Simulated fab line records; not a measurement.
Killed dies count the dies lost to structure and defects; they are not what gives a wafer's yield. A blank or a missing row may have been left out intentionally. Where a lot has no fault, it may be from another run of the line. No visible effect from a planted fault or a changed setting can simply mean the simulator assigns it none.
fab line records / flow nand_harc
record: lots: 12 wafers: 36 last_day: 24
route steps=1159 shown A_WL_FILL@830 THIN_TSV@1103 END@1159
lots untouched by any fault: they come from a run of this same line in which no faults occurred
start_h: start of the lot's first displayed wafer, in hours after the record's first day / wait_h: hours since the lot's step before / " the same as in the row above / L1.1+2: a row that stands for several wafers / - no value present, or no start provided / * or withheld: withheld / < > ~ a bound
route shown NAME@n: NAME is a module with steps in the file, n the number in the route of the first one / usual: mean/standard deviation of fault-free wafers / same: alike in all rows / chamber/n: place in a boat / sites: the reading at each site / _std_site: their standard deviation / _edge_site: the outer-site mean with the inner-site mean subtracted / radius_mm: how far each site lies from the wafer's centre / mask NAME#n: copy n / behind: the last tool/chamber to shape the wafer / hold: reason for holding the lot/hours on hold/outcome of the hold / device: names the non-switching transistor (n, p or np) / end of line: at the end of the route, the tests of the same wafers / a step with no rows: only its recipe / killed: count of dies lost to structure and defects at first sort (not the wafer's yield) / map: a wafer's dies, x killed, . not, _ none there
set.NAME: the setting the step ran with; set.NAME@STEP: the setting that earlier step ran with / model.NAME: the simulator's own value behind a step, which no gauge read
the route's steps for a sample of lots (tables are steps, rows are wafers)
services: when a tool's chamber went out of use (start_h, in hours from the record's first day, below 0 if earlier), for how many hours, and the reason
== steps ==
step: NHARC_A_WL_FILL_PRECLEAN_30
recipe: time_s: 10 chemistry: dHF
lot.wafer=L447.2+5+6 tool=wet_bench-09 chamber=6,7,0 start_h=358.14 wait_h=0.1
lot.wafer=L448.5+6+1 tool=wet_bench-09 chamber=0,2,4 start_h=364.51 wait_h=0.1
lot.wafer=L451.1+6+5 tool=wet_bench-05 chamber=5,7,2 start_h=364.51 wait_h=0.1
lot.wafer=L450.3+2+5 tool=wet_bench-09 chamber=4,5,0 start_h=364.54 wait_h=0.1
lot.wafer=L449.2+4+6 tool=wet_bench-09 chamber=4,7,0 start_h=368.24 wait_h=0.1
lot.wafer=L452.2+4+1 tool=wet_bench-04 chamber=5,6,1 start_h=398.30 wait_h=0.1
lot.wafer=L453.2+1+5 tool=wet_bench-09 chamber=2,3,5 start_h=398.30 wait_h=0.1
lot.wafer=L462.2+1+5 tool=wet_bench-05 chamber=5,7,0 start_h=437.56 wait_h=0.1
lot.wafer=L465.1+2+4 tool=wet_bench-04 chamber=2,4,5 start_h=465.85 wait_h=0.1
lot.wafer=L468.1+3+2 tool=wet_bench-04 chamber=4,7,0 start_h=489.85 wait_h=0.1
lot.wafer=L469.6+2+4 tool=wet_bench-05 chamber=1,3,6 start_h=489.85 wait_h=0.1
lot.wafer=L470.5+1+3 tool=wet_bench-09 chamber=7,2,3 start_h=499.09 wait_h=0.1
step: NHARC_THIN_TSV_THK_MEAS_02
recipe: thk_meas_gauge: ir
usual: thk_nm: 3039/230
lot.wafer=L447.2 tool=film_metro-02 chamber=- start_h=425.09 wait_h=0.2 thk_nm=3054
lot.wafer=L447.5 tool=film_metro-02 chamber=- start_h=425.09 wait_h=0.2 thk_nm=3071
lot.wafer=L447.6 tool=film_metro-02 chamber=- start_h=425.09 wait_h=0.2 thk_nm=3223
lot.wafer=L451.1 tool=film_metro-01 chamber=- start_h=438.84 wait_h=- thk_nm=2893
lot.wafer=L451.5 tool=film_metro-01 chamber=- start_h=438.84 wait_h=- thk_nm=3005
lot.wafer=L451.6 tool=film_metro-01 chamber=- start_h=438.84 wait_h=- thk_nm=3076
lot.wafer=L448.1 tool=film_metro-01 chamber=- start_h=440.06 wait_h=- thk_nm=2870
lot.wafer=L448.5 tool=film_metro-01 chamber=- start_h=440.06 wait_h=- thk_nm=2920
lot.wafer=L448.6 tool=film_metro-01 chamber=- start_h=440.06 wait_h=- thk_nm=3111
lot.wafer=L449.2 tool=film_metro-01 chamber=- start_h=441.26 wait_h=- thk_nm=3206
lot.wafer=L449.4 tool=film_metro-01 chamber=- start_h=441.26 wait_h=- thk_nm=3143
lot.wafer=L449.6 tool=film_metro-01 chamber=- start_h=441.26 wait_h=- thk_nm=3282
lot.wafer=L450.2 tool=film_metro-01 chamber=- start_h=442.46 wait_h=0.2 thk_nm=2817
lot.wafer=L450.3 tool=film_metro-01 chamber=- start_h=442.46 wait_h=0.2 thk_nm=2872
lot.wafer=L450.5 tool=film_metro-01 chamber=- start_h=442.46 wait_h=0.2 thk_nm=2699
lot.wafer=L452.1 tool=film_metro-02 chamber=- start_h=465.22 wait_h=0.2 thk_nm=2690
lot.wafer=L452.2 tool=film_metro-02 chamber=- start_h=465.22 wait_h=0.2 thk_nm=2857
lot.wafer=L452.4 tool=film_metro-02 chamber=- start_h=465.22 wait_h=0.2 thk_nm=2977
lot.wafer=L453.1 tool=film_metro-02 chamber=- start_h=466.40 wait_h=- thk_nm=2817
lot.wafer=L453.2 tool=film_metro-02 chamber=- start_h=466.40 wait_h=- thk_nm=2753
lot.wafer=L453.5 tool=film_metro-02 chamber=- start_h=466.40 wait_h=- thk_nm=2737
lot.wafer=L462.1 tool=film_metro-01 chamber=- start_h=516.04 wait_h=0.2 thk_nm=3616
lot.wafer=L462.2 tool=film_metro-01 chamber=- start_h=516.04 wait_h=0.2 thk_nm=3687
lot.wafer=L462.5 tool=film_metro-01 chamber=- start_h=516.04 wait_h=0.2 thk_nm=3328
lot.wafer=L465.1 tool=film_metro-01 chamber=- start_h=532.58 wait_h=0.2 thk_nm=2697
lot.wafer=L465.2 tool=film_metro-01 chamber=- start_h=532.58 wait_h=0.2 thk_nm=2737
lot.wafer=L465.4 tool=film_metro-01 chamber=- start_h=532.58 wait_h=0.2 thk_nm=2807
lot.wafer=L468.1 tool=film_metro-02 chamber=- start_h=553.40 wait_h=- thk_nm=2880
lot.wafer=L468.2 tool=film_metro-02 chamber=- start_h=553.40 wait_h=- thk_nm=2980
lot.wafer=L468.3 tool=film_metro-02 chamber=- start_h=553.40 wait_h=- thk_nm=2843
lot.wafer=L469.2 tool=film_metro-01 chamber=- start_h=554.59 wait_h=- thk_nm=3172
lot.wafer=L469.4 tool=film_metro-01 chamber=- start_h=554.59 wait_h=- thk_nm=3337
lot.wafer=L469.6 tool=film_metro-01 chamber=- start_h=554.59 wait_h=- thk_nm=3163
lot.wafer=L470.1 tool=film_metro-02 chamber=- start_h=568.13 wait_h=- thk_nm=2827
lot.wafer=L470.3 tool=film_metro-02 chamber=- start_h=568.13 wait_h=- thk_nm=2909
lot.wafer=L470.5 tool=film_metro-02 chamber=- start_h=568.13 wait_h=- thk_nm=2985
step: NHARC_THIN_TSV_ETCH_44
recipe: target_depth_a: 15942 time_s: 797.1 cf4_flow_sccm: 150 o2_flow_sccm: 10 ar_flow_sccm: 0 rf_w: 300 bias_w: 800 chemistry: CF4/O2
usual: drypump_motor_current_A: 5.7/0.32 o2_flow_sccm: 9.999/0.028 oes_product_au: 0.996/0.0095 rf_vpp_V: 795/4.3 showerhead_plenum_p_Torr: 1.85/0.068 throttle_valve_pct: 16.914/0.0091
lot.wafer=L447.2 tool=rie_diel-08 chamber=1 start_h=426.46 wait_h=0.2 drypump_motor_current_A=6.3 o2_flow_sccm=10.031 oes_product_au=1.009 rf_hours_counter_h=13 rf_vpp_V=796 showerhead_plenum_p_Torr=1.88 throttle_valve_pct=16.911
lot.wafer=L447.6 tool=rie_diel-08 chamber=2 start_h=426.46 wait_h=0.2 drypump_motor_current_A=5.3 o2_flow_sccm=9.981 oes_product_au=1.007 rf_hours_counter_h=- rf_vpp_V=798 showerhead_plenum_p_Torr=1.89 throttle_valve_pct=16.911
lot.wafer=L447.5 tool=rie_diel-08 chamber=1 start_h=426.46 wait_h=0.2 drypump_motor_current_A=6.3 o2_flow_sccm=10.055 oes_product_au=1.005 rf_hours_counter_h=- rf_vpp_V=797 showerhead_plenum_p_Torr=1.88 throttle_valve_pct=16.902
lot.wafer=L451.1 tool=rie_diel-07 chamber=2 start_h=440.21 wait_h=0.1 drypump_motor_current_A=5.4 o2_flow_sccm=10.042 oes_product_au=0.992 rf_hours_counter_h=2 rf_vpp_V=792 showerhead_plenum_p_Torr=1.79 throttle_valve_pct=16.940
lot.wafer=L451.5 tool=rie_diel-07 chamber=1 start_h=440.21 wait_h=0.1 drypump_motor_current_A=5.3 o2_flow_sccm=9.983 oes_product_au=1.000 rf_hours_counter_h=- rf_vpp_V=795 showerhead_plenum_p_Torr=1.85 throttle_valve_pct=16.906
lot.wafer=L451.6 tool=rie_diel-07 chamber=2 start_h=440.21 wait_h=0.1 drypump_motor_current_A=5.4 o2_flow_sccm=9.969 oes_product_au=0.992 rf_hours_counter_h=- rf_vpp_V=793 showerhead_plenum_p_Torr=1.79 throttle_valve_pct=16.919
lot.wafer=L448.1 tool=rie_diel-07 chamber=3 start_h=441.49 wait_h=0.1 drypump_motor_current_A=5.6 o2_flow_sccm=10.008 oes_product_au=0.993 rf_hours_counter_h=2 rf_vpp_V=795 showerhead_plenum_p_Torr=1.83 throttle_valve_pct=16.900
lot.wafer=L448.6 tool=rie_diel-07 chamber=2 start_h=441.49 wait_h=0.1 drypump_motor_current_A=5.4 o2_flow_sccm=10.030 oes_product_au=0.983 rf_hours_counter_h=- rf_vpp_V=793 showerhead_plenum_p_Torr=1.79 throttle_valve_pct=16.911
lot.wafer=L448.5 tool=rie_diel-07 chamber=3 start_h=441.49 wait_h=0.1 drypump_motor_current_A=5.6 o2_flow_sccm=10.042 oes_product_au=0.984 rf_hours_counter_h=- rf_vpp_V=795 showerhead_plenum_p_Torr=1.83 throttle_valve_pct=16.917
lot.wafer=L449.2 tool=rie_diel-07 chamber=0 start_h=442.67 wait_h=0.2 drypump_motor_current_A=6.1 o2_flow_sccm=9.914 oes_product_au=0.987 rf_hours_counter_h=2 rf_vpp_V=788 showerhead_plenum_p_Torr=1.73 throttle_valve_pct=16.910
lot.wafer=L449.4 tool=rie_diel-07 chamber=1 start_h=442.67 wait_h=0.2 drypump_motor_current_A=5.3 o2_flow_sccm=10.018 oes_product_au=0.999 rf_hours_counter_h=2 rf_vpp_V=796 showerhead_plenum_p_Torr=1.84 throttle_valve_pct=16.922
lot.wafer=L449.6 tool=rie_diel-07 chamber=3 start_h=442.67 wait_h=0.2 drypump_motor_current_A=5.6 o2_flow_sccm=10.048 oes_product_au=0.987 rf_hours_counter_h=- rf_vpp_V=797 showerhead_plenum_p_Torr=1.83 throttle_valve_pct=16.931
lot.wafer=L450.2 tool=rie_diel-07 chamber=1 start_h=443.77 wait_h=0.1 drypump_motor_current_A=5.4 o2_flow_sccm=9.984 oes_product_au=0.999 rf_hours_counter_h=2 rf_vpp_V=795 showerhead_plenum_p_Torr=1.85 throttle_valve_pct=16.905
lot.wafer=L450.3 tool=rie_diel-07 chamber=3 start_h=443.77 wait_h=0.1 drypump_motor_current_A=5.6 o2_flow_sccm=10.000 oes_product_au=0.997 rf_hours_counter_h=2 rf_vpp_V=795 showerhead_plenum_p_Torr=1.83 throttle_valve_pct=16.934
lot.wafer=L450.5 tool=rie_diel-07 chamber=1 start_h=443.77 wait_h=0.1 drypump_motor_current_A=5.4 o2_flow_sccm=10.040 oes_product_au=0.996 rf_hours_counter_h=- rf_vpp_V=796 showerhead_plenum_p_Torr=1.84 throttle_valve_pct=16.879
lot.wafer=L452.4 tool=rie_diel-02 chamber=1 start_h=466.45 wait_h=0.1 drypump_motor_current_A=5.8 o2_flow_sccm=9.974 oes_product_au=1.004 rf_hours_counter_h=8 rf_vpp_V=792 showerhead_plenum_p_Torr=1.79 throttle_valve_pct=16.908
lot.wafer=L452.1 tool=rie_diel-02 chamber=2 start_h=466.45 wait_h=0.1 drypump_motor_current_A=5.8 o2_flow_sccm=9.973 oes_product_au=1.012 rf_hours_counter_h=8 rf_vpp_V=799 showerhead_plenum_p_Torr=1.94 throttle_valve_pct=16.914
lot.wafer=L452.2 tool=rie_diel-02 chamber=3 start_h=466.45 wait_h=0.1 drypump_motor_current_A=5.8 o2_flow_sccm=10.066 oes_product_au=0.979 rf_hours_counter_h=8 rf_vpp_V=802 showerhead_plenum_p_Torr=1.96 throttle_valve_pct=16.918
lot.wafer=L453.2 tool=rie_diel-02 chamber=1 start_h=467.70 wait_h=0.2 drypump_motor_current_A=5.8 o2_flow_sccm=9.973 oes_product_au=0.997 rf_hours_counter_h=9 rf_vpp_V=791 showerhead_plenum_p_Torr=1.79 throttle_valve_pct=16.907
lot.wafer=L453.1 tool=rie_diel-02 chamber=2 start_h=467.70 wait_h=0.2 drypump_motor_current_A=5.7 o2_flow_sccm=10.017 oes_product_au=1.008 rf_hours_counter_h=9 rf_vpp_V=801 showerhead_plenum_p_Torr=1.94 throttle_valve_pct=16.926
lot.wafer=L453.5 tool=rie_diel-02 chamber=0 start_h=467.70 wait_h=0.2 drypump_motor_current_A=5.5 o2_flow_sccm=10.001 oes_product_au=1.014 rf_hours_counter_h=- rf_vpp_V=791 showerhead_plenum_p_Torr=1.79 throttle_valve_pct=16.923
lot.wafer=L462.2 tool=rie_diel-08 chamber=1 start_h=517.43 wait_h=0.1 drypump_motor_current_A=6.3 o2_flow_sccm=10.053 oes_product_au=1.007 rf_hours_counter_h=4 rf_vpp_V=797 showerhead_plenum_p_Torr=1.88 throttle_valve_pct=16.906
lot.wafer=L462.1 tool=rie_diel-08 chamber=3 start_h=517.43 wait_h=0.1 drypump_motor_current_A=6.0 o2_flow_sccm=10.017 oes_product_au=1.004 rf_hours_counter_h=4 rf_vpp_V=800 showerhead_plenum_p_Torr=1.92 throttle_valve_pct=16.915
lot.wafer=L462.5 tool=rie_diel-08 chamber=1 start_h=517.43 wait_h=0.1 drypump_motor_current_A=6.3 o2_flow_sccm=10.046 oes_product_au=1.001 rf_hours_counter_h=- rf_vpp_V=799 showerhead_plenum_p_Torr=1.88 throttle_valve_pct=16.919
lot.wafer=L465.2 tool=rie_diel-07 chamber=1 start_h=533.88 wait_h=0.1 drypump_motor_current_A=5.3 o2_flow_sccm=10.007 oes_product_au=1.000 rf_hours_counter_h=7 rf_vpp_V=793 showerhead_plenum_p_Torr=1.84 throttle_valve_pct=16.911
lot.wafer=L465.4 tool=rie_diel-07 chamber=2 start_h=533.88 wait_h=0.1 drypump_motor_current_A=5.3 o2_flow_sccm=10.010 oes_product_au=0.995 rf_hours_counter_h=8 rf_vpp_V=791 showerhead_plenum_p_Torr=1.79 throttle_valve_pct=16.905
lot.wafer=L465.1 tool=rie_diel-07 chamber=0 start_h=533.88 wait_h=0.1 drypump_motor_current_A=6.1 o2_flow_sccm=10.015 oes_product_au=0.991 rf_hours_counter_h=6 rf_vpp_V=787 showerhead_plenum_p_Torr=1.73 throttle_valve_pct=16.915
lot.wafer=L468.2 tool=rie_diel-02 chamber=2 start_h=554.59 wait_h=0.1 drypump_motor_current_A=5.8 o2_flow_sccm=10.027 oes_product_au=0.994 rf_hours_counter_h=3 rf_vpp_V=800 showerhead_plenum_p_Torr=1.94 throttle_valve_pct=16.905
lot.wafer=L468.3 tool=rie_diel-02 chamber=3 start_h=554.59 wait_h=0.1 drypump_motor_current_A=5.8 o2_flow_sccm=10.018 oes_product_au=0.992 rf_hours_counter_h=3 rf_vpp_V=802 showerhead_plenum_p_Torr=1.96 throttle_valve_pct=16.910
lot.wafer=L468.1 tool=rie_diel-02 chamber=0 start_h=554.59 wait_h=0.1 drypump_motor_current_A=5.5 o2_flow_sccm=9.995 oes_product_au=1.002 rf_hours_counter_h=3 rf_vpp_V=792 showerhead_plenum_p_Torr=1.79 throttle_valve_pct=16.926
lot.wafer=L469.4 tool=rie_diel-08 chamber=1 start_h=555.89 wait_h=0.1 drypump_motor_current_A=6.3 o2_flow_sccm=9.986 oes_product_au=0.999 rf_hours_counter_h=9 rf_vpp_V=797 showerhead_plenum_p_Torr=1.88 throttle_valve_pct=16.905
lot.wafer=L469.2 tool=rie_diel-08 chamber=3 start_h=555.89 wait_h=0.1 drypump_motor_current_A=6.0 o2_flow_sccm=10.003 oes_product_au=0.990 rf_hours_counter_h=10 rf_vpp_V=801 showerhead_plenum_p_Torr=1.92 throttle_valve_pct=16.902
lot.wafer=L469.6 tool=rie_diel-08 chamber=1 start_h=555.89 wait_h=0.1 drypump_motor_current_A=6.3 o2_flow_sccm=10.011 oes_product_au=1.002 rf_hours_counter_h=- rf_vpp_V=797 showerhead_plenum_p_Torr=1.88 throttle_valve_pct=16.923
lot.wafer=L470.1 tool=rie_diel-07 chamber=1 start_h=569.49 wait_h=0.1 drypump_motor_current_A=5.3 o2_flow_sccm=10.048 oes_product_au=0.996 rf_hours_counter_h=9 rf_vpp_V=796 showerhead_plenum_p_Torr=1.84 throttle_valve_pct=16.917
lot.wafer=L470.3 tool=rie_diel-07 chamber=3 start_h=569.49 wait_h=0.1 drypump_motor_current_A=5.6 o2_flow_sccm=10.025 oes_product_au=0.995 rf_hours_counter_h=10 rf_vpp_V=795 showerhead_plenum_p_Torr=1.83 throttle_valve_pct=16.913
lot.wafer=L470.5 tool=rie_diel-07 chamber=0 start_h=569.49 wait_h=0.1 drypump_motor_current_A=6.1 o2_flow_sccm=10.021 oes_product_au=0.983 rf_hours_counter_h=- rf_vpp_V=787 showerhead_plenum_p_Torr=1.72 throttle_valve_pct=16.905
step: NHARC_THIN_TSV_PVD_51
recipe: target_thk_a: 1000 chamber_pressure_pa: 5 material: Cu
usual: throttle_valve_pct: 30.2/0.72
lot.wafer=L447.2 tool=pvd_sputter-03 chamber=- start_h=- wait_h=- throttle_valve_pct=30.1
lot.wafer=L447.5 tool=pvd_sputter-03 chamber=- start_h=- wait_h=- throttle_valve_pct=29.9
lot.wafer=L447.6 tool=pvd_sputter-03 chamber=- start_h=- wait_h=- throttle_valve_pct=30.3
lot.wafer=L451.1 tool=pvd_sputter-02 chamber=- start_h=- wait_h=- throttle_valve_pct=31.5
lot.wafer=L451.6 tool=pvd_sputter-02 chamber=- start_h=- wait_h=- throttle_valve_pct=29.7
lot.wafer=L451.5 tool=pvd_sputter-02 chamber=- start_h=- wait_h=- throttle_valve_pct=29.9
lot.wafer=L448.1 tool=pvd_sputter-03 chamber=- start_h=- wait_h=- throttle_valve_pct=30.3
lot.wafer=L448.6 tool=pvd_sputter-03 chamber=- start_h=- wait_h=- throttle_valve_pct=29.8
lot.wafer=L448.5 tool=pvd_sputter-03 chamber=- start_h=- wait_h=- throttle_valve_pct=30.4
lot.wafer=L449.2 tool=pvd_sputter-03 chamber=- start_h=- wait_h=- throttle_valve_pct=30.0
lot.wafer=L449.4 tool=pvd_sputter-03 chamber=- start_h=- wait_h=- throttle_valve_pct=30.2
lot.wafer=L449.6 tool=pvd_sputter-03 chamber=- start_h=- wait_h=- throttle_valve_pct=29.8
lot.wafer=L450.2 tool=pvd_sputter-02 chamber=- start_h=- wait_h=- throttle_valve_pct=31.4
lot.wafer=L450.3 tool=pvd_sputter-02 chamber=- start_h=- wait_h=- throttle_valve_pct=29.6
lot.wafer=L450.5 tool=pvd_sputter-02 chamber=- start_h=- wait_h=- throttle_valve_pct=31.3
lot.wafer=L452.4 tool=pvd_sputter-03 chamber=- start_h=- wait_h=- throttle_valve_pct=29.5
lot.wafer=L452.1 tool=pvd_sputter-03 chamber=- start_h=- wait_h=- throttle_valve_pct=30.9
lot.wafer=L452.2 tool=pvd_sputter-03 chamber=- start_h=- wait_h=- throttle_valve_pct=29.4
lot.wafer=L453.2 tool=pvd_sputter-03 chamber=- start_h=- wait_h=- throttle_valve_pct=29.7
lot.wafer=L453.1 tool=pvd_sputter-03 chamber=- start_h=- wait_h=- throttle_valve_pct=30.6
lot.wafer=L453.5 tool=pvd_sputter-03 chamber=- start_h=- wait_h=- throttle_valve_pct=30.5
lot.wafer=L462.2 tool=pvd_sputter-03 chamber=- start_h=- wait_h=- throttle_valve_pct=30.8
lot.wafer=L462.1 tool=pvd_sputter-03 chamber=- start_h=- wait_h=- throttle_valve_pct=29.5
lot.wafer=L462.5 tool=pvd_sputter-03 chamber=- start_h=- wait_h=- throttle_valve_pct=29.5
lot.wafer=L465.4 tool=pvd_sputter-02 chamber=- start_h=- wait_h=- throttle_valve_pct=30.1
lot.wafer=L465.1 tool=pvd_sputter-02 chamber=- start_h=- wait_h=- throttle_valve_pct=31.4
lot.wafer=L465.2 tool=pvd_sputter-02 chamber=- start_h=- wait_h=- throttle_valve_pct=29.3
lot.wafer=L468.3 tool=pvd_sputter-02 chamber=- start_h=- wait_h=- throttle_valve_pct=30.0
lot.wafer=L468.2 tool=pvd_sputter-02 chamber=- start_h=- wait_h=- throttle_valve_pct=31.4
lot.wafer=L468.1 tool=pvd_sputter-02 chamber=- start_h=- wait_h=- throttle_valve_pct=29.9
lot.wafer=L469.2 tool=pvd_sputter-02 chamber=- start_h=- wait_h=- throttle_valve_pct=30.2
lot.wafer=L469.4 tool=pvd_sputter-02 chamber=- start_h=- wait_h=- throttle_valve_pct=29.6
lot.wafer=L469.6 tool=pvd_sputter-02 chamber=- start_h=- wait_h=- throttle_valve_pct=31.3
lot.wafer=L470.3 tool=pvd_sputter-01 chamber=- start_h=- wait_h=- throttle_valve_pct=29.8
lot.wafer=L470.1 tool=pvd_sputter-01 chamber=- start_h=- wait_h=- throttle_valve_pct=29.3
lot.wafer=L470.5 tool=pvd_sputter-01 chamber=- start_h=- wait_h=- throttle_valve_pct=29.6
step: NHARC_END_SORT_01
recipe: temp_c: 25
usual: killed_at_array: 27/8 killed_at_other: 0.8/1.2 killed_at_periphery: 3.3/2.3 killed_dies: 31/8.8 killed_open: 3.2/2.1 killed_short: 2.1/1.4
same: gross_dies: 677
lot.wafer=L462.1 tool=prober-02 chamber=0 start_h=537.64 wait_h=2.5 killed_at_array=13 killed_at_other=2 killed_at_periphery=2 killed_dies=17 killed_open=2 killed_short=0
lot.wafer=L462.2 tool=prober-02 chamber=0 start_h=538.44 wait_h=2.8 killed_at_array=74 killed_at_other=1 killed_at_periphery=2 killed_dies=77 killed_open=2 killed_short=4
lot.wafer=L462.5 tool=prober-02 chamber=0 start_h=540.87 wait_h=3.7 killed_at_array=20 killed_at_other=2 killed_at_periphery=1 killed_dies=23 killed_open=2 killed_short=1
killed by level:class
L462.1 A_CONTACT:chamber_film_flake=7 A_CHANNEL_HOLE_D1:chamber_film_flake=3 THIN_TSV:chamber_film_flake=2 A_CHANNEL_HOLE_D1:geometric_particle:open=1 A_BLC:geometric_particle:open=1 P_STI:chamber_film_flake=1 P_M1:chamber_film_flake=1 A_STAIRCASE:chamber_film_flake=1
L462.2 A_WL_FILL:unspecified=56 A_CONTACT:chamber_film_flake=6 A_STAIRCASE:chamber_film_flake=3 A_CHANNEL_HOLE_D1:chamber_film_flake=2 A_ONON_D1:geometric_particle:short=1 A_CHANNEL_FILL_D1:geometric_particle:short=1 A_CONTACT:geometric_particle:short=1 A_BLC:geometric_particle:short=1
L462.5 A_CHANNEL_HOLE_D1:chamber_film_flake=8 A_CONTACT:chamber_film_flake=6 A_STAIRCASE:chamber_film_flake=3 THIN_TSV:chamber_film_flake=2 P_M1:geometric_particle:open=1 A_CHANNEL_FILL_D1:geometric_particle:open=1 A_SLIT:geometric_particle:short=1 A_WL_FILL:chamber_film_flake=1
== services ==
tool=wet_bench-04 chamber=- start_h=343.04 hours=8.0 kind=pm
tool=pvd_sputter-03 chamber=- start_h=343.46 hours=1.4 kind=repair
tool=rie_diel-08 chamber=- start_h=346.55 hours=1.2 kind=repair
tool=rie_diel-08 chamber=1 start_h=359.69 hours=8.8 kind=repair
tool=wet_bench-05 chamber=- start_h=372.80 hours=8.0 kind=pm
tool=rie_diel-08 chamber=3 start_h=376.76 hours=16.5 kind=repair
tool=rie_diel-02 chamber=1 start_h=385.90 hours=7.2 kind=repair
tool=pvd_sputter-02 chamber=- start_h=392.00 hours=10.0 kind=pm
tool=rie_diel-07 chamber=- start_h=405.52 hours=9.0 kind=pm
tool=rie_diel-08 chamber=0 start_h=416.34 hours=102.6 kind=repair
tool=wet_bench-09 chamber=- start_h=427.95 hours=1.3 kind=repair
tool=rie_diel-08 chamber=- start_h=435.59 hours=0.2 kind=repair
tool=pvd_sputter-03 chamber=- start_h=440.19 hours=3.5 kind=repair
tool=rie_diel-07 chamber=1 start_h=452.43 hours=3.9 kind=repair
tool=pvd_sputter-03 chamber=- start_h=458.00 hours=10.0 kind=pm
tool=wet_bench-09 chamber=- start_h=464.80 hours=8.0 kind=pm
tool=rie_diel-08 chamber=- start_h=478.80 hours=9.0 kind=pm
tool=rie_diel-02 chamber=1 start_h=501.19 hours=7.4 kind=repair
tool=rie_diel-02 chamber=- start_h=504.70 hours=9.0 kind=pm
tool=pvd_sputter-03 chamber=- start_h=505.02 hours=1.3 kind=repair
tool=rie_diel-07 chamber=0 start_h=508.92 hours=10.8 kind=repair
tool=rie_diel-08 chamber=2 start_h=512.19 hours=16.3 kind=repair
tool=wet_bench-04 chamber=- start_h=519.04 hours=8.0 kind=pm
tool=pvd_sputter-02 chamber=- start_h=570.00 hours=10.0 kind=pm
== key ==
first_sign: step: NHARC_END_SORT_01 reading: killed_at_array direction: up sigmas: 5.9 usual: 27 struck: 74
effect: step: NHARC_END_SORT_01 reading: killed_dies direction: up sigmas: 5.2 usual: 31 struck: 77
more_kills_born_at: NHARC_A_WL_FILL_PRECLEAN_30@wet_bench-05: 56
met_at NHARC_A_WL_FILL_PRECLEAN_30
struck_lots L462
struck_wafers L462.2
tester_left_out L462
not_acting_at NHARC_THIN_TSV_THK_MEAS_02,NHARC_THIN_TSV_ETCH_44,NHARC_THIN_TSV_PVD_51
onset_between 364.51 437.56
fault: kind: chamber_particle_source tool: wet_bench-05 chamber: 5 onset_h: 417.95 steps: NHARC_A_WL_FILL_PRECLEAN_30 rate_per_visit_cm2: 0.53722 end_h: 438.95
tester_left_out: of these lots the tester's yield and bins aren't shown, on N5 and GAA mostly nor the transistor test; their killed dies are dies lost to structure and defects alone, not to doping, threshold or leakage, so they don't give the yield
